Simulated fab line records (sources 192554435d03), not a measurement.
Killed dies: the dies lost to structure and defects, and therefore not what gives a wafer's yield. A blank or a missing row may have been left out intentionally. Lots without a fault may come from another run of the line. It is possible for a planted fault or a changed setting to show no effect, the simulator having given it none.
Matching of chambers    flow n5_finfet    ald_sin-01 running N5_SD_EPI_N_LINER_46: 4 sister chambers
The step material SiNx, target thk 3 nm. 4 wafers are shown with their chamber, then 6 later ones without.

== WAFERS WITH THEIR CHAMBER ==
wafer   chamber  heater_power_w (W)
L128.2  2        882
L128.3  0        824
L139.4  1        713
L139.6  3        690

== WAFERS WITHOUT THEIR CHAMBER ==
wafer   heater_power_w (W)
L145.1  849
L145.3  865
L145.6  703
L147.1  742
L147.2  709
L147.3  893

== THE CHAMBER EACH PASSED THROUGH ==
wafer   from the rows above      in truth
L145.1  can't be placed: 0 or 2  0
L145.3  can't be placed: 2 or 0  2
L145.6  can't be placed: 1 or 3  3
L147.1  can't be placed: 1 or 3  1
L147.2  can't be placed: 1 or 3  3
L147.3  2                        2
Correct placement for 1 of the 6. Unplaceable from these rows: 5, with the true chamber sitting among the candidates in 5. Number placed wrongly: 0.
How it was worked out, from the rows above alone: a wafer's distance from a chamber is the root of the sum, over the readings, of the square of ((its reading less the chamber's mean) divided by the reading's scatter). If the next closest chamber is less than 2 further off than the closest, the wafer can't be placed; otherwise it belongs to the closest. The mean given for a chamber averages the wafers shown for that chamber. The scatter: with one shown wafer a chamber, the root of the mean of the squares of how far each hidden wafer lies from its nearest shown one.
